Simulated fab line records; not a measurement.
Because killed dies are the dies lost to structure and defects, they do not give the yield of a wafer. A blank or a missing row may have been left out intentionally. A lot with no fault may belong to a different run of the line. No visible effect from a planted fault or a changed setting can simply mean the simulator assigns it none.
The tool behind it: which one? || flow n5 finfet || 24 lots, 72 wafers sampled, at 5 steps of a route of 1938

== WHAT THE GAUGES SHOWED, per wafer ==
N5_BEOL_M8_INSPECT_58: inspects for defects (darkfield).
{"lot": "L074", "measured": "day 9 07:56", "on": "defect inspect-01", "raw defect count": "85 41 94"}
{"lot": "L076", "measured": "day 9 18:46", "on": "defect inspect-01", "raw defect count": "91 41 105"}
{"lot": "L075", "measured": "day 10 02:14", "on": "defect inspect-02", "raw defect count": "99 103 98"}
{"lot": "L077", "measured": "day 10 13:40", "on": "defect inspect-01", "raw defect count": "40 45 36"}
{"lot": "L078", "measured": "day 11 00:56", "on": "defect inspect-02", "raw defect count": "69 78 62"}
{"lot": "L079", "measured": "day 11 10:12", "on": "defect inspect-02", "raw defect count": "43 95 110"}
{"lot": "L080", "measured": "day 11 17:52", "on": "defect inspect-01", "raw defect count": "61 68 100"}
{"lot": "L083", "measured": "day 12 01:28", "on": "defect inspect-01", "raw defect count": "59 74 68"}
{"lot": "L081", "measured": "day 12 11:08", "on": "defect inspect-02", "raw defect count": "59 82 91"}
{"lot": "L082", "measured": "day 12 11:41", "on": "defect inspect-01", "raw defect count": "90 107 58"}
{"lot": "L084", "measured": "day 12 21:09", "on": "defect inspect-02", "raw defect count": "57 74 61"}
{"lot": "L085", "measured": "day 13 04:31", "on": "defect inspect-02", "raw defect count": "103 77 93"}
{"lot": "L086", "measured": "day 13 13:23", "on": "defect inspect-02", "raw defect count": "83 63 56"}
{"lot": "L089", "measured": "day 13 12:20", "on": "defect inspect-02", "raw defect count": "77 49 59"}
{"lot": "L087", "measured": "day 13 20:31", "on": "defect inspect-02", "raw defect count": "64 66 86"}
{"lot": "L088", "measured": "day 13 22:33", "on": "defect inspect-02", "raw defect count": "53 57 86"}
{"lot": "L090", "measured": "day 14 03:47", "on": "defect inspect-02", "raw defect count": "53 120 87"}
{"lot": "L092", "measured": "day 14 07:38", "on": "defect inspect-01", "raw defect count": "74 93 65"}
{"lot": "L093", "measured": "day 14 09:25", "on": "defect inspect-02", "raw defect count": "61 65 115"}
{"lot": "L091", "measured": "day 14 14:47", "on": "defect inspect-01", "raw defect count": "92 76 51"}
{"lot": "L094", "measured": "day 15 08:29", "on": "defect inspect-02", "raw defect count": "54 57 66"}
{"lot": "L095", "measured": "day 15 08:34", "on": "defect inspect-01", "raw defect count": "70 71 50"}
{"lot": "L097", "measured": "day 15 20:21", "on": "defect inspect-01", "raw defect count": "85 63 79"}
{"lot": "L096", "measured": "day 16 14:14", "on": "defect inspect-01", "raw defect count": "72 66 59"}

== EACH LOT AND THE TOOL THAT RAN IT (in order: tool; ch and the chambers of the sampled wafers; start) ==
{"lot": "L074", "N5_BEOL_M7_DEGAS_44": "pvd sputter-01, day 8 18:13", "N5_BEOL_M8_HM_DEP_02": "pvd sputter-02, day 8 22:43", "N5_BEOL_M8_HM_OPEN_17": "rie metal-01 ch 0,1, day 8 23:34", "N5_BEOL_M8_STRIP_19": "rie diel-04 ch 0,1,2, day 8 23:56"}
{"lot": "L076", "N5_BEOL_M7_DEGAS_44": "pvd sputter-03, day 9 05:08", "N5_BEOL_M8_HM_DEP_02": "pvd sputter-02, day 9 11:03", "N5_BEOL_M8_HM_OPEN_17": "rie metal-03 ch 0,1, day 9 12:31", "N5_BEOL_M8_STRIP_19": "rie diel-01 ch 2,3, day 9 12:39"}
{"lot": "L075", "N5_BEOL_M7_DEGAS_44": "pvd sputter-03, day 9 15:17", "N5_BEOL_M8_HM_DEP_02": "pvd sputter-03, day 9 21:07", "N5_BEOL_M8_HM_OPEN_17": "rie metal-03 ch 0,1, day 9 22:01", "N5_BEOL_M8_STRIP_19": "rie diel-01 ch 0,1,3, day 9 22:11"}
{"lot": "L077", "N5_BEOL_M7_DEGAS_44": "pvd sputter-01, day 10 02:27", "N5_BEOL_M8_HM_DEP_02": "pvd sputter-03, day 10 05:59", "N5_BEOL_M8_HM_OPEN_17": "rie metal-03 ch 0,1, day 10 06:51", "N5_BEOL_M8_STRIP_19": "rie diel-01 ch 2,3, day 10 06:56"}
{"lot": "L078", "N5_BEOL_M7_DEGAS_44": "pvd sputter-02, day 10 12:33", "N5_BEOL_M8_HM_DEP_02": "pvd sputter-02, day 10 16:47", "N5_BEOL_M8_HM_OPEN_17": "rie metal-03 ch 0,1, day 10 17:46", "N5_BEOL_M8_STRIP_19": "rie diel-02 ch 0,2,3, day 10 17:56"}
{"lot": "L079", "N5_BEOL_M7_DEGAS_44": "pvd sputter-03, day 10 22:59", "N5_BEOL_M8_HM_DEP_02": "pvd sputter-03, day 11 02:34", "N5_BEOL_M8_HM_OPEN_17": "rie metal-01 ch 0,1, day 11 03:26", "N5_BEOL_M8_STRIP_19": "rie diel-02 ch 0,1, day 11 03:34"}
{"lot": "L080", "N5_BEOL_M7_DEGAS_44": "pvd sputter-03, day 11 02:27", "N5_BEOL_M8_HM_DEP_02": "pvd sputter-02, day 11 08:08", "N5_BEOL_M8_HM_OPEN_17": "rie metal-02 ch 0, day 11 09:10", "N5_BEOL_M8_STRIP_19": "rie diel-02 ch 0,2,3, day 11 09:30"}
{"lot": "L083", "N5_BEOL_M7_DEGAS_44": "pvd sputter-02, day 11 13:56", "N5_BEOL_M8_HM_DEP_02": "pvd sputter-03, day 11 17:02", "N5_BEOL_M8_HM_OPEN_17": "rie metal-03 ch 0,1, day 11 17:59", "N5_BEOL_M8_STRIP_19": "rie diel-04 ch 0,1,2, day 11 18:06"}
{"lot": "L081", "N5_BEOL_M7_DEGAS_44": "pvd sputter-03, day 11 21:24", "N5_BEOL_M8_HM_DEP_02": "pvd sputter-02, day 12 03:23", "N5_BEOL_M8_HM_OPEN_17": "rie metal-03 ch 0,1, day 12 04:10", "N5_BEOL_M8_STRIP_19": "rie diel-01 ch 1,2,3, day 12 04:17"}
{"lot": "L082", "N5_BEOL_M7_DEGAS_44": "pvd sputter-02, day 12 00:46", "N5_BEOL_M8_HM_DEP_02": "pvd sputter-02, day 12 06:00", "N5_BEOL_M8_HM_OPEN_17": "rie metal-01 ch 0, day 12 06:52", "N5_BEOL_M8_STRIP_19": "rie diel-01 ch 2,3, day 12 07:13"}
{"lot": "L084", "N5_BEOL_M7_DEGAS_44": "pvd sputter-03, day 12 12:56", "N5_BEOL_M8_HM_DEP_02": "pvd sputter-02, day 12 16:14", "N5_BEOL_M8_HM_OPEN_17": "rie metal-01 ch 0,1, day 12 17:05", "N5_BEOL_M8_STRIP_19": "rie diel-01 ch 0,2,3, day 12 17:13"}
{"lot": "L085", "N5_BEOL_M7_DEGAS_44": "pvd sputter-03, day 12 18:35", "N5_BEOL_M8_HM_DEP_02": "pvd sputter-01, day 12 21:44", "N5_BEOL_M8_HM_OPEN_17": "rie metal-03 ch 0,1, day 12 22:28", "N5_BEOL_M8_STRIP_19": "rie diel-04 ch 0,1,3, day 12 22:45"}
{"lot": "L086", "N5_BEOL_M7_DEGAS_44": "pvd sputter-03, day 13 00:57", "N5_BEOL_M8_HM_DEP_02": "pvd sputter-01, day 13 04:25", "N5_BEOL_M8_HM_OPEN_17": "rie metal-01 ch 0, day 13 05:14", "N5_BEOL_M8_STRIP_19": "rie diel-01 ch 0,2,3, day 13 05:23"}
{"lot": "L089", "N5_BEOL_M7_DEGAS_44": "pvd sputter-03, day 13 01:26", "N5_BEOL_M8_HM_DEP_02": "pvd sputter-02, day 13 06:26", "N5_BEOL_M8_HM_OPEN_17": "rie metal-01 ch 0, day 13 07:14", "N5_BEOL_M8_STRIP_19": "rie diel-01 ch 0,2,3, day 13 07:26"}
{"lot": "L087", "N5_BEOL_M7_DEGAS_44": "pvd sputter-02, day 13 10:21", "N5_BEOL_M8_HM_DEP_02": "pvd sputter-02, day 13 15:06", "N5_BEOL_M8_HM_OPEN_17": "rie metal-02 ch 0,1, day 13 15:50", "N5_BEOL_M8_STRIP_19": "rie diel-04 ch 0,2,3, day 13 16:02"}
{"lot": "L088", "N5_BEOL_M7_DEGAS_44": "pvd sputter-01, day 13 12:04", "N5_BEOL_M8_HM_DEP_02": "pvd sputter-02, day 13 16:34", "N5_BEOL_M8_HM_OPEN_17": "rie metal-03 ch 0,1, day 13 17:18", "N5_BEOL_M8_STRIP_19": "rie diel-02 ch 0,3, day 13 17:25"}
{"lot": "L090", "N5_BEOL_M7_DEGAS_44": "pvd sputter-01, day 13 19:05", "N5_BEOL_M8_HM_DEP_02": "pvd sputter-01, day 13 22:32", "N5_BEOL_M8_HM_OPEN_17": "rie metal-03 ch 0,1, day 13 23:31", "N5_BEOL_M8_STRIP_19": "rie diel-02 ch 0,2,3, day 13 23:41"}
{"lot": "L092", "N5_BEOL_M7_DEGAS_44": "pvd sputter-03, day 13 22:41", "N5_BEOL_M8_HM_DEP_02": "pvd sputter-01, day 14 01:56", "N5_BEOL_M8_HM_OPEN_17": "rie metal-01 ch 0,1, day 14 03:22", "N5_BEOL_M8_STRIP_19": "rie diel-01 ch 0,1, day 14 03:30"}
{"lot": "L093", "N5_BEOL_M7_DEGAS_44": "pvd sputter-02, day 14 02:03", "N5_BEOL_M8_HM_DEP_02": "pvd sputter-03, day 14 04:55", "N5_BEOL_M8_HM_OPEN_17": "rie metal-01 ch 0, day 14 05:40", "N5_BEOL_M8_STRIP_19": "rie diel-02 ch 0,2,3, day 14 05:46"}
{"lot": "L091", "N5_BEOL_M7_DEGAS_44": "pvd sputter-03, day 14 05:34", "N5_BEOL_M8_HM_DEP_02": "pvd sputter-01, day 14 09:47", "N5_BEOL_M8_HM_OPEN_17": "rie metal-03 ch 0, day 14 10:32", "N5_BEOL_M8_STRIP_19": "rie diel-04 ch 0,1,3, day 14 10:38"}
{"lot": "L094", "N5_BEOL_M7_DEGAS_44": "pvd sputter-01, day 14 21:38", "N5_BEOL_M8_HM_DEP_02": "pvd sputter-03, day 15 01:59", "N5_BEOL_M8_HM_OPEN_17": "rie metal-03 ch 0,1, day 15 02:55", "N5_BEOL_M8_STRIP_19": "rie diel-01 ch 0,1,3, day 15 03:01"}
{"lot": "L095", "N5_BEOL_M7_DEGAS_44": "pvd sputter-01, day 14 22:13", "N5_BEOL_M8_HM_DEP_02": "pvd sputter-01, day 15 03:14", "N5_BEOL_M8_HM_OPEN_17": "rie metal-03 ch 0, day 15 04:07", "N5_BEOL_M8_STRIP_19": "rie diel-01 ch 0,1,3, day 15 04:20"}
{"lot": "L097", "N5_BEOL_M7_DEGAS_44": "pvd sputter-03, day 15 10:43", "N5_BEOL_M8_HM_DEP_02": "pvd sputter-02, day 15 14:16", "N5_BEOL_M8_HM_OPEN_17": "rie metal-02 ch 0,1, day 15 15:01", "N5_BEOL_M8_STRIP_19": "rie diel-04 ch 2,3, day 15 15:08"}
{"lot": "L096", "N5_BEOL_M7_DEGAS_44": "pvd sputter-02, day 16 00:49", "N5_BEOL_M8_HM_DEP_02": "pvd sputter-01, day 16 05:48", "N5_BEOL_M8_HM_OPEN_17": "rie metal-03 ch 0,1, day 16 06:43", "N5_BEOL_M8_STRIP_19": "rie diel-04 ch 1,2, day 16 06:47"}
- N5_BEOL_M7_DEGAS_44: time 60 s.
- N5_BEOL_M8_HM_DEP_02: deposits TiN, target thk 20 nm.
- N5_BEOL_M8_HM_OPEN_17: chemistry Cl2/BCl3, target TiN, target depth 20 nm, overetch 6 nm.
- N5_BEOL_M8_STRIP_19: strips in O2.

== WHAT THE TOOLS THEMSELVES READ (means of the sampled wafers that have a number; where no wafer has one, the mark that the record gives instead) ==
N5_BEOL_M7_DEGAS_44.
{"lot": "L074", "tool": "pvd sputter-01", "heater power w (W)": 335}
{"lot": "L076", "tool": "pvd sputter-03", "heater power w (W)": 338}
{"lot": "L075", "tool": "pvd sputter-03", "heater power w (W)": 341}
{"lot": "L077", "tool": "pvd sputter-01", "heater power w (W)": 339}
{"lot": "L078", "tool": "pvd sputter-02", "heater power w (W)": 307}
{"lot": "L079", "tool": "pvd sputter-03", "heater power w (W)": 335}
{"lot": "L080", "tool": "pvd sputter-03", "heater power w (W)": 327}
{"lot": "L083", "tool": "pvd sputter-02", "heater power w (W)": 308}
{"lot": "L081", "tool": "pvd sputter-03", "heater power w (W)": 332}
{"lot": "L082", "tool": "pvd sputter-02", "heater power w (W)": 275}
{"lot": "L084", "tool": "pvd sputter-03", "heater power w (W)": 337}
{"lot": "L085", "tool": "pvd sputter-03", "heater power w (W)": 334}
{"lot": "L086", "tool": "pvd sputter-03", "heater power w (W)": 327}
{"lot": "L089", "tool": "pvd sputter-03", "heater power w (W)": 320}
{"lot": "L087", "tool": "pvd sputter-02", "heater power w (W)": 308}
{"lot": "L088", "tool": "pvd sputter-01", "heater power w (W)": 281}
{"lot": "L090", "tool": "pvd sputter-01", "heater power w (W)": 309}
{"lot": "L092", "tool": "pvd sputter-03", "heater power w (W)": 354}
{"lot": "L093", "tool": "pvd sputter-02", "heater power w (W)": 311}
{"lot": "L091", "tool": "pvd sputter-03", "heater power w (W)": 333}
{"lot": "L094", "tool": "pvd sputter-01", "heater power w (W)": 331}
{"lot": "L095", "tool": "pvd sputter-01", "heater power w (W)": 336}
{"lot": "L097", "tool": "pvd sputter-03", "heater power w (W)": 327}
{"lot": "L096", "tool": "pvd sputter-02", "heater power w (W)": 308}

N5_BEOL_M8_HM_DEP_02.
{"lot": "L074", "tool": "pvd sputter-02", "substrate temp c (C)": 25.05, "throttle valve pct (%)": 31.0}
{"lot": "L076", "tool": "pvd sputter-02", "substrate temp c (C)": 25.06, "throttle valve pct (%)": 30.3}
{"lot": "L075", "tool": "pvd sputter-03", "substrate temp c (C)": 25.12, "throttle valve pct (%)": 31.5}
{"lot": "L077", "tool": "pvd sputter-03", "substrate temp c (C)": 25.00, "throttle valve pct (%)": 29.5}
{"lot": "L078", "tool": "pvd sputter-02", "substrate temp c (C)": 24.92, "throttle valve pct (%)": 30.4}
{"lot": "L079", "tool": "pvd sputter-03", "substrate temp c (C)": 25.04, "throttle valve pct (%)": 30.3}
{"lot": "L080", "tool": "pvd sputter-02", "substrate temp c (C)": 25.04, "throttle valve pct (%)": 29.7}
{"lot": "L083", "tool": "pvd sputter-03", "substrate temp c (C)": 24.97, "throttle valve pct (%)": 29.3}
{"lot": "L081", "tool": "pvd sputter-02", "substrate temp c (C)": 24.79, "throttle valve pct (%)": 30.4}
{"lot": "L082", "tool": "pvd sputter-02", "substrate temp c (C)": 25.10, "throttle valve pct (%)": 30.8}
{"lot": "L084", "tool": "pvd sputter-02", "substrate temp c (C)": 24.98, "throttle valve pct (%)": 31.2}
{"lot": "L085", "tool": "pvd sputter-01", "substrate temp c (C)": 25.06, "throttle valve pct (%)": 30.6}
{"lot": "L086", "tool": "pvd sputter-01", "substrate temp c (C)": 24.97, "throttle valve pct (%)": 30.3}
{"lot": "L089", "tool": "pvd sputter-02", "substrate temp c (C)": 25.10, "throttle valve pct (%)": 31.5}
{"lot": "L087", "tool": "pvd sputter-02", "substrate temp c (C)": 24.95, "throttle valve pct (%)": 29.7}
{"lot": "L088", "tool": "pvd sputter-02", "substrate temp c (C)": 24.93, "throttle valve pct (%)": 30.6}
{"lot": "L090", "tool": "pvd sputter-01", "substrate temp c (C)": 24.96, "throttle valve pct (%)": 30.2}
{"lot": "L092", "tool": "pvd sputter-01", "substrate temp c (C)": 25.06, "throttle valve pct (%)": 29.5}
{"lot": "L093", "tool": "pvd sputter-03", "substrate temp c (C)": 24.92, "throttle valve pct (%)": 30.5}
{"lot": "L091", "tool": "pvd sputter-01", "substrate temp c (C)": 25.03, "throttle valve pct (%)": 30.1}
{"lot": "L094", "tool": "pvd sputter-03", "substrate temp c (C)": 24.86, "throttle valve pct (%)": 30.5}
{"lot": "L095", "tool": "pvd sputter-01", "substrate temp c (C)": 25.02, "throttle valve pct (%)": 30.0}
{"lot": "L097", "tool": "pvd sputter-02", "substrate temp c (C)": 24.98, "throttle valve pct (%)": 30.1}
{"lot": "L096", "tool": "pvd sputter-01", "substrate temp c (C)": 24.91, "throttle valve pct (%)": 29.2}

N5_BEOL_M8_HM_OPEN_17.
{"lot": "L074", "tool": "rie metal-01", "drypump motor current A (A)": 5.3, "he backside leak sccm (sccm)": 3.9, "mfc cl2 sccm (sccm)": 53.26, "oes product au (a.u.)": 0.73, "rf fwd power W (W)": 999, "throttle valve pct (%)": 22.05}
{"lot": "L076", "tool": "rie metal-03", "drypump motor current A (A)": 5.9, "he backside leak sccm (sccm)": 3.2, "mfc cl2 sccm (sccm)": 53.34, "oes product au (a.u.)": 0.68, "rf fwd power W (W)": 992, "throttle valve pct (%)": 22.01}
{"lot": "L075", "tool": "rie metal-03", "drypump motor current A (A)": 5.9, "he backside leak sccm (sccm)": 3.3, "mfc cl2 sccm (sccm)": 53.29, "oes product au (a.u.)": 0.67, "rf fwd power W (W)": 995, "throttle valve pct (%)": 22.01}
{"lot": "L077", "tool": "rie metal-03", "drypump motor current A (A)": 5.9, "he backside leak sccm (sccm)": 3.1, "mfc cl2 sccm (sccm)": 53.37, "oes product au (a.u.)": 0.67, "rf fwd power W (W)": 995, "throttle valve pct (%)": 22.01}
{"lot": "L078", "tool": "rie metal-03", "drypump motor current A (A)": 6.2, "he backside leak sccm (sccm)": 3.1, "mfc cl2 sccm (sccm)": 53.40, "oes product au (a.u.)": 0.72, "rf fwd power W (W)": 994, "throttle valve pct (%)": 22.11}
{"lot": "L079", "tool": "rie metal-01", "drypump motor current A (A)": 5.3, "he backside leak sccm (sccm)": 3.2, "mfc cl2 sccm (sccm)": 53.21, "oes product au (a.u.)": 0.71, "rf fwd power W (W)": 996, "throttle valve pct (%)": 22.07}
{"lot": "L080", "tool": "rie metal-02", "drypump motor current A (A)": 5.6, "he backside leak sccm (sccm)": 3.6, "mfc cl2 sccm (sccm)": 53.44, "oes product au (a.u.)": 0.64, "rf fwd power W (W)": 991, "throttle valve pct (%)": 21.94}
{"lot": "L083", "tool": "rie metal-03", "drypump motor current A (A)": 6.2, "he backside leak sccm (sccm)": 3.3, "mfc cl2 sccm (sccm)": 53.10, "oes product au (a.u.)": 0.70, "rf fwd power W (W)": 993, "throttle valve pct (%)": 22.13}
{"lot": "L081", "tool": "rie metal-03", "drypump motor current A (A)": 6.1, "he backside leak sccm (sccm)": 3.4, "mfc cl2 sccm (sccm)": 53.29, "oes product au (a.u.)": 0.70, "rf fwd power W (W)": 993, "throttle valve pct (%)": 22.12}
{"lot": "L082", "tool": "rie metal-01", "drypump motor current A (A)": 5.3, "he backside leak sccm (sccm)": 3.4, "mfc cl2 sccm (sccm)": 53.26, "oes product au (a.u.)": 0.72, "rf fwd power W (W)": 996, "throttle valve pct (%)": 22.12}
{"lot": "L084", "tool": "rie metal-01", "drypump motor current A (A)": 5.3, "he backside leak sccm (sccm)": 3.4, "mfc cl2 sccm (sccm)": 53.19, "oes product au (a.u.)": 0.70, "rf fwd power W (W)": 995, "throttle valve pct (%)": 22.09}
{"lot": "L085", "tool": "rie metal-03", "drypump motor current A (A)": 6.2, "he backside leak sccm (sccm)": 3.1, "mfc cl2 sccm (sccm)": 53.18, "oes product au (a.u.)": 0.70, "rf fwd power W (W)": 990, "throttle valve pct (%)": 22.12}
{"lot": "L086", "tool": "rie metal-01", "drypump motor current A (A)": 5.3, "he backside leak sccm (sccm)": 3.5, "mfc cl2 sccm (sccm)": 53.28, "oes product au (a.u.)": 0.72, "rf fwd power W (W)": 997, "throttle valve pct (%)": 22.12}
{"lot": "L089", "tool": "rie metal-01", "drypump motor current A (A)": 5.3, "he backside leak sccm (sccm)": 3.5, "mfc cl2 sccm (sccm)": 53.20, "oes product au (a.u.)": 0.71, "rf fwd power W (W)": 994, "throttle valve pct (%)": 22.12}
{"lot": "L087", "tool": "rie metal-02", "drypump motor current A (A)": 5.8, "he backside leak sccm (sccm)": 3.5, "mfc cl2 sccm (sccm)": 53.15, "oes product au (a.u.)": 0.62, "rf fwd power W (W)": 996, "throttle valve pct (%)": 22.01}
{"lot": "L088", "tool": "rie metal-03", "drypump motor current A (A)": 5.9, "he backside leak sccm (sccm)": 3.1, "mfc cl2 sccm (sccm)": 53.38, "oes product au (a.u.)": 0.65, "rf fwd power W (W)": 993, "throttle valve pct (%)": 22.03}
{"lot": "L090", "tool": "rie metal-03", "drypump motor current A (A)": 6.1, "he backside leak sccm (sccm)": 3.2, "mfc cl2 sccm (sccm)": 53.18, "oes product au (a.u.)": 0.69, "rf fwd power W (W)": 990, "throttle valve pct (%)": 22.12}
{"lot": "L092", "tool": "rie metal-01", "drypump motor current A (A)": 5.3, "he backside leak sccm (sccm)": 3.3, "mfc cl2 sccm (sccm)": 53.19, "oes product au (a.u.)": 0.70, "rf fwd power W (W)": 997, "throttle valve pct (%)": 22.10}
{"lot": "L093", "tool": "rie metal-01", "drypump motor current A (A)": 5.3, "he backside leak sccm (sccm)": 3.4, "mfc cl2 sccm (sccm)": 53.30, "oes product au (a.u.)": 0.70, "rf fwd power W (W)": 996, "throttle valve pct (%)": 22.13}
{"lot": "L091", "tool": "rie metal-03", "drypump motor current A (A)": 5.6, "he backside leak sccm (sccm)": 3.2, "mfc cl2 sccm (sccm)": 53.26, "oes product au (a.u.)": 0.61, "rf fwd power W (W)": 996, "throttle valve pct (%)": 21.93}
{"lot": "L094", "tool": "rie metal-03", "drypump motor current A (A)": 6.1, "he backside leak sccm (sccm)": 3.4, "mfc cl2 sccm (sccm)": 53.16, "oes product au (a.u.)": 0.68, "rf fwd power W (W)": 997, "throttle valve pct (%)": 22.12}
{"lot": "L095", "tool": "rie metal-03", "drypump motor current A (A)": 5.6, "he backside leak sccm (sccm)": 3.1, "mfc cl2 sccm (sccm)": 53.09, "oes product au (a.u.)": 0.61, "rf fwd power W (W)": 995, "throttle valve pct (%)": 21.93}
{"lot": "L097", "tool": "rie metal-02", "drypump motor current A (A)": 5.9, "he backside leak sccm (sccm)": 3.5, "mfc cl2 sccm (sccm)": 53.21, "oes product au (a.u.)": 0.60, "rf fwd power W (W)": 993, "throttle valve pct (%)": 22.09}
{"lot": "L096", "tool": "rie metal-03", "drypump motor current A (A)": 6.2, "he backside leak sccm (sccm)": 3.3, "mfc cl2 sccm (sccm)": 53.07, "oes product au (a.u.)": 0.67, "rf fwd power W (W)": 991, "throttle valve pct (%)": 22.14}

N5_BEOL_M8_STRIP_19.
{"lot": "L074", "tool": "rie diel-04", "drypump motor current A (A)": 5.5, "o2 flow sccm (sccm)": 225.5, "oes product au (a.u.)": 0.82, "rf vpp V (V)": 4.3, "showerhead plenum p Torr (Torr)": 2.08, "throttle valve pct (%)": 16.72}
{"lot": "L076", "tool": "rie diel-01", "drypump motor current A (A)": 6.0, "o2 flow sccm (sccm)": 224.5, "oes product au (a.u.)": 0.86, "rf vpp V (V)": 3.5, "showerhead plenum p Torr (Torr)": 2.17, "throttle valve pct (%)": 16.50}
{"lot": "L075", "tool": "rie diel-01", "drypump motor current A (A)": 5.6, "o2 flow sccm (sccm)": 225.0, "oes product au (a.u.)": 0.80, "rf vpp V (V)": 3.4, "showerhead plenum p Torr (Torr)": 2.13, "throttle valve pct (%)": 16.55}
{"lot": "L077", "tool": "rie diel-01", "drypump motor current A (A)": 5.8, "o2 flow sccm (sccm)": 225.1, "oes product au (a.u.)": 0.86, "rf vpp V (V)": 3.6, "showerhead plenum p Torr (Torr)": 2.10, "throttle valve pct (%)": 16.50}
{"lot": "L078", "tool": "rie diel-02", "drypump motor current A (A)": 5.4, "o2 flow sccm (sccm)": 225.8, "oes product au (a.u.)": 0.70, "rf vpp V (V)": 3.7, "showerhead plenum p Torr (Torr)": 2.13, "throttle valve pct (%)": 16.84}
{"lot": "L079", "tool": "rie diel-02", "drypump motor current A (A)": 5.0, "o2 flow sccm (sccm)": 224.6, "oes product au (a.u.)": 0.76, "rf vpp V (V)": 3.1, "showerhead plenum p Torr (Torr)": 2.12, "throttle valve pct (%)": 16.99}
{"lot": "L080", "tool": "rie diel-02", "drypump motor current A (A)": 5.4, "o2 flow sccm (sccm)": 225.0, "oes product au (a.u.)": 0.70, "rf vpp V (V)": 3.8, "showerhead plenum p Torr (Torr)": 2.13, "throttle valve pct (%)": 16.83}
{"lot": "L083", "tool": "rie diel-04", "drypump motor current A (A)": 5.5, "o2 flow sccm (sccm)": 224.9, "oes product au (a.u.)": 0.79, "rf vpp V (V)": 3.6, "showerhead plenum p Torr (Torr)": 2.08, "throttle valve pct (%)": 16.76}
{"lot": "L081", "tool": "rie diel-01", "drypump motor current A (A)": 5.9, "o2 flow sccm (sccm)": 224.7, "oes product au (a.u.)": 0.78, "rf vpp V (V)": 3.9, "showerhead plenum p Torr (Torr)": 2.13, "throttle valve pct (%)": 16.61}
{"lot": "L082", "tool": "rie diel-01", "drypump motor current A (A)": 5.8, "o2 flow sccm (sccm)": 224.2, "oes product au (a.u.)": 0.84, "rf vpp V (V)": 3.7, "showerhead plenum p Torr (Torr)": 2.10, "throttle valve pct (%)": 16.54}
{"lot": "L084", "tool": "rie diel-01", "drypump motor current A (A)": 5.7, "o2 flow sccm (sccm)": 224.3, "oes product au (a.u.)": 0.83, "rf vpp V (V)": 4.0, "showerhead plenum p Torr (Torr)": 2.15, "throttle valve pct (%)": 16.50}
{"lot": "L085", "tool": "rie diel-04", "drypump motor current A (A)": 5.6, "o2 flow sccm (sccm)": 224.8, "oes product au (a.u.)": 0.88, "rf vpp V (V)": 3.4, "showerhead plenum p Torr (Torr)": 2.07, "throttle valve pct (%)": 16.60}
{"lot": "L086", "tool": "rie diel-01", "drypump motor current A (A)": 5.7, "o2 flow sccm (sccm)": 224.4, "oes product au (a.u.)": 0.83, "rf vpp V (V)": 4.5, "showerhead plenum p Torr (Torr)": 2.15, "throttle valve pct (%)": 16.52}
{"lot": "L089", "tool": "rie diel-01", "drypump motor current A (A)": 5.7, "o2 flow sccm (sccm)": 225.4, "oes product au (a.u.)": 0.82, "rf vpp V (V)": 3.8, "showerhead plenum p Torr (Torr)": 2.15, "throttle valve pct (%)": 16.53}
{"lot": "L087", "tool": "rie diel-04", "drypump motor current A (A)": 5.6, "o2 flow sccm (sccm)": 225.2, "oes product au (a.u.)": 0.86, "rf vpp V (V)": 4.3, "showerhead plenum p Torr (Torr)": 2.10, "throttle valve pct (%)": 16.65}
{"lot": "L088", "tool": "rie diel-02", "drypump motor current A (A)": 5.4, "o2 flow sccm (sccm)": 224.9, "oes product au (a.u.)": 0.85, "rf vpp V (V)": 4.7, "showerhead plenum p Torr (Torr)": 2.15, "throttle valve pct (%)": 16.72}
{"lot": "L090", "tool": "rie diel-02", "drypump motor current A (A)": 5.4, "o2 flow sccm (sccm)": 225.5, "oes product au (a.u.)": 0.77, "rf vpp V (V)": 4.4, "showerhead plenum p Torr (Torr)": 2.13, "throttle valve pct (%)": 16.72}
{"lot": "L092", "tool": "rie diel-01", "drypump motor current A (A)": 5.7, "o2 flow sccm (sccm)": 224.7, "oes product au (a.u.)": 0.92, "rf vpp V (V)": 3.8, "showerhead plenum p Torr (Torr)": 2.16, "throttle valve pct (%)": 16.37}
{"lot": "L093", "tool": "rie diel-02", "drypump motor current A (A)": 5.4, "o2 flow sccm (sccm)": 225.4, "oes product au (a.u.)": 0.77, "rf vpp V (V)": 3.9, "showerhead plenum p Torr (Torr)": 2.12, "throttle valve pct (%)": 16.73}
{"lot": "L091", "tool": "rie diel-04", "drypump motor current A (A)": 5.6, "o2 flow sccm (sccm)": 225.2, "oes product au (a.u.)": 0.86, "rf vpp V (V)": 3.8, "showerhead plenum p Torr (Torr)": 2.07, "throttle valve pct (%)": 16.63}
{"lot": "L094", "tool": "rie diel-01", "drypump motor current A (A)": 5.6, "o2 flow sccm (sccm)": 225.3, "oes product au (a.u.)": 0.85, "rf vpp V (V)": 3.7, "showerhead plenum p Torr (Torr)": 2.12, "throttle valve pct (%)": 16.45}
{"lot": "L095", "tool": "rie diel-01", "drypump motor current A (A)": 5.6, "o2 flow sccm (sccm)": 225.1, "oes product au (a.u.)": 0.85, "rf vpp V (V)": 3.9, "showerhead plenum p Torr (Torr)": 2.12, "throttle valve pct (%)": 16.46}
{"lot": "L097", "tool": "rie diel-04", "drypump motor current A (A)": 5.5, "o2 flow sccm (sccm)": 225.2, "oes product au (a.u.)": 0.79, "rf vpp V (V)": 2.9, "showerhead plenum p Torr (Torr)": 2.11, "throttle valve pct (%)": 16.78}
{"lot": "L096", "tool": "rie diel-04", "drypump motor current A (A)": 5.4, "o2 flow sccm (sccm)": 225.0, "oes product au (a.u.)": 0.79, "rf vpp V (V)": 4.3, "showerhead plenum p Torr (Torr)": 2.08, "throttle valve pct (%)": 16.75}

== THE ANSWER, worked out from the rows above alone ==
Rule: the usual values come from the lots themselves. Put in order of their means at a reading, lots are off if they are a third of the lots or fewer, leave a main group of 4 or more, and stand apart from it by a gap of 3 or more times the standard deviation of the main group's means; of several such gaps the widest counts. The tables above print the reading to a certain number of digits; a main group whose means all agree to those digits is not used. Also off: a lot with no number at a reading for which 4 or more lots have one. All remaining lots with rows at the step are treated as sound. The gauges are gone through in route order, then the tools' own readings, and for those a lot's mean is taken as printed above. At the first step where some lot is off, the reading lying furthest off is the one used; lots without a number count as furthest.
Nothing can be told from this: no lot is off at any reading shown.

== WHAT THE SIMULATOR HAD PUT IN ==
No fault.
